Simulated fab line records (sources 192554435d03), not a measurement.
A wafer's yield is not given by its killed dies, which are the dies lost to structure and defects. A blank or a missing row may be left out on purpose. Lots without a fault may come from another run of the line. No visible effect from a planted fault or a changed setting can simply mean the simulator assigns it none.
Code-filled problem report in 8D (eight disciplines) form	flow n5-finfet	the parts of the form that need people (team, actions taken, sign-off) are left out

1. PROBLEM STATEMENT
Mean of etch-rf-on-time-s at N5_FIN_SAQP_ETCH_57: 62.9 s across 2 wafers in 2 lots; on wafers with no fault it is 46.4 s (standard deviation 0.72). Measured from the usual mean, that is +23 standard deviations.
The step: etches SiNx in CH3F/O2, target depth 32.5 nm, time 46.4 s.
Seen first at day 6 05:55 on rie-diel-05, wafer L527.2. At this step, 21 wafers from 7 lots have a number in the record. The rule behind "out" and "out of limits": a value lying over 4 standard deviations away from the usual mean. The other wafers with a number count as sound.

2. WHAT IT IS; WHAT IT IS NOT
question	is	is not
which readings at this step	etch-rf-on-time-s	CH3F_flow_sccm, drypump-motor-current-A, oes_o_777_au, oes-product-au, rf-vpp-V, showerhead-plenum-p-Torr, throttle-valve-pct
which lots	L527, L528	L516, L520, L521, L532, L533
which wafers of those lots	L527.2, L528.2	L527.5, L527.6, L528.1, L528.4
read on which tools	rie-diel-05, rie-diel-06	-
when	from day 6 05:55	up to then (11 sound wafers); but 8 sound wafers of L528, L532, L533 came after

3. SUSPECTS, AND WHAT RULES EACH OUT
Counting: a tool at a process step up to the reading stays a suspect if it ran every lot that is out. Sound lots after the first of them don't rule it out here, since some wafers of a struck lot are sound.
- pecvd-02 at N5_FIN_SAQP_PECVD_48 (deposits SiNx from SiH4/NH3/N2, target thk 25 nm, time 22.1 s): kept. Every lot that is out went through it, the first being L527 (day 6 02:46); the last sound lot it ran before that was L520 (day 4 10:23).
- rie-diel-05 at N5_FIN_SAQP_SPACER1_ETCHBACK_25 (etches SiO2 in CHF3/O2, target depth 24.4 nm, time 12.2 s): kept. It ran every lot that is out, first L527 (day 6 05:38).
After counting, pecvd-02 at N5_FIN_SAQP_PECVD_48 and rie-diel-05 at N5_FIN_SAQP_SPACER1_ETCHBACK_25 remain.

4. THE CAUSE (what the simulator had put in)
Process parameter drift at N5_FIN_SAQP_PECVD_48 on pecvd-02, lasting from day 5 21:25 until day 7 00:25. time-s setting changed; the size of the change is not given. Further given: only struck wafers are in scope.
Of the 2 suspects that counting leaves, this tool is one.

5. SEQUENCE OF EFFECTS, ordered by route
Each row: a reading where the mean over the struck wafers with a number is more than 3 standard deviations away from the usual. Only readings for which the record gives a usual standard deviation are gone through. hours: the time from each lot's start at the first step in this table that gives one to its start at this step, as a median over the lots. sigmas: the change in usual standard deviations.
hours	step	reading	usual	on struck wafers	change	sigmas
0	N5_FIN_SAQP_ETCH_57	etch-rf-on-time-s	46.4 s	62.9	+16.5	+23
Its process steps:
- N5_FIN_SAQP_ETCH_57: etches SiNx in CH3F/O2, target depth 32.5 nm, time 46.4 s.
Later steps that measure or inspect, where all struck wafers having a row at the step show a number for every such reading and not one has moved that far: N5_BEOL_M4_RC_MEAS_101.

6. HOW IT WOULD HAVE BEEN CAUGHT EARLIER
First out-of-limits reading in this record: day 6 05:55, which is 8 hours after fault onset at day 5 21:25.
An alarm limit of 4 standard deviations would not have fired on the tool readings at N5_FIN_SAQP_PECVD_48 for which the record gives a usual standard deviation, since none of them was out on any struck wafer.
L528, from the lots that are out (2), started N5_FIN_SAQP_PECVD_48 on pecvd-02 later than day 6 05:55. It would have been spared by a hold on the tool at that moment.
